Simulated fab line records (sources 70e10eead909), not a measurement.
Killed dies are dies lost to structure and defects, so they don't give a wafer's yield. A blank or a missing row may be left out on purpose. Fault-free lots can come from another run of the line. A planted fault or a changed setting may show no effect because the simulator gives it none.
Check of tool commonality | flow nandHarc | Lots sampled 13, wafers sampled 39

## REASON IT WAS OPENED
On 1 of the 13 lots, a flag is raised at NHARC_P_GATE_CD_MEAS_59 on the reading cdNm. Wafers without a fault read 719.9 nm, standard deviation 1.9.
Rule: a lot gets a flag if all its wafers with a number sit over 4 standard deviations from that mean, or if no wafer of it has a number. As for the other lots, they are considered sound.

lot  | measured     | on       | cdNm (nm), wafer by wafer | flag
L147 | day 5 10:32  | cdSem-01 | 717.8 719.7 718.0         | 
L150 | day 6 02:22  | cdSem-03 | 720.4 719.7 723.5         | 
L152 | day 6 16:24  | cdSem-02 | 706.0 709.5 708.4         | FLAGGED
L160 | day 8 16:35  | cdSem-01 | 722.5 721.1 721.7         | 
L159 | day 8 17:16  | cdSem-02 | 718.4 718.7 717.4         | 
L161 | day 9 05:22  | cdSem-02 | 719.3 720.5 721.4         | 
L162 | day 9 08:14  | cdSem-02 | 719.2 719.7 718.7         | 
L165 | day 10 01:23 | cdSem-01 | 721.5 717.2 718.5         | 
L164 | day 10 01:34 | cdSem-01 | 716.5 716.1 720.1         | 
L166 | day 10 06:31 | cdSem-03 | 718.6 717.2 717.4         | 
L167 | day 10 12:43 | cdSem-01 | 722.6 723.1 720.8         | 
L168 | day 10 13:16 | cdSem-03 | 720.5 719.1 721.8         | 
L169 | day 11 01:17 | cdSem-01 | 719.4 718.6 716.3         | 
The numbers of the flagged lots are 708.0 nm on average: -11.9 nm against the usual, or -6 standard deviations.

## WHICH TOOL EACH LOT WENT THROUGH
The record holds 1 process step before the reading, out of a route of 1159 steps. Read each cell as the tool, then ch plus the chambers that the sampled wafers visited, then the start.
lot  | flag    | NHARC_P_GATE_EXPOSE_56
L147 |         | krfScanner-04 ch 0, day 5 10:22
L150 |         | krfScanner-01 ch 0, day 6 02:13
L152 | FLAGGED | krfScanner-01 ch 0, day 6 16:15
L160 |         | krfScanner-02 ch 0, day 8 16:26
L159 |         | krfScanner-04 ch 0, day 8 17:07
L161 |         | krfScanner-02 ch 0, day 9 05:13
L162 |         | krfScanner-01 ch 0, day 9 08:05
L165 |         | krfScanner-01 ch 0, day 10 01:14
L164 |         | krfScanner-01 ch 0, day 10 01:25
L166 |         | krfScanner-04 ch 0, day 10 06:21
L167 |         | krfScanner-04 ch 0, day 10 12:33
L168 |         | krfScanner-04 ch 0, day 10 13:07
L169 |         | krfScanner-04 ch 0, day 11 01:07
What is done by these steps:
- NHARC_P_GATE_EXPOSE_56: exposes mask P PSD, target cd 720 nm.
- NHARC_P_GATE_CD_MEAS_59: target cd 720 nm.

## FLAGGED AGAINST TOTAL, ONE TOOL AT A TIME (gauges that did the reading follow at the end)
step                    | tool          | lots run | flagged | share of the flagged lots | sound lots run after its first flagged lot
NHARC_P_GATE_EXPOSE_56  | krfScanner-01 | 5        | 1       | all                       | 3 (L162,L165,L164)
NHARC_P_GATE_EXPOSE_56  | krfScanner-02 | 2        | 0       | none                      | -
NHARC_P_GATE_EXPOSE_56  | krfScanner-04 | 6        | 0       | none                      | -
NHARC_P_GATE_CD_MEAS_59 | cdSem-01      | 6        | 0       | none                      | -
NHARC_P_GATE_CD_MEAS_59 | cdSem-02      | 4        | 1       | all                       | 3 (L159,L161,L162)
NHARC_P_GATE_CD_MEAS_59 | cdSem-03      | 3        | 0       | none                      | -

## WHAT IS ALLOWED BY THE TABLE
krfScanner-01 at NHARC_P_GATE_EXPOSE_56 and cdSem-02 at NHARC_P_GATE_CD_MEAS_59 are the 2 rows of the table that ran each flagged lot.
- krfScanner-01 at NHARC_P_GATE_EXPOSE_56: 1 of its 5 lots flagged. Sound lots followed the first flagged one (L162, L165, L164) on it, something a lasting fault affecting the whole tool could not allow.
- cdSem-02 at NHARC_P_GATE_CD_MEAS_59: 1 of its 4 lots flagged. Sound lots followed the first flagged one (L159, L161, L162) on it, something a lasting fault affecting the whole tool could not allow.
No row of the table ran every flagged lot and no sound lot after the first.

## WHAT THE SIMULATOR HAD PUT IN
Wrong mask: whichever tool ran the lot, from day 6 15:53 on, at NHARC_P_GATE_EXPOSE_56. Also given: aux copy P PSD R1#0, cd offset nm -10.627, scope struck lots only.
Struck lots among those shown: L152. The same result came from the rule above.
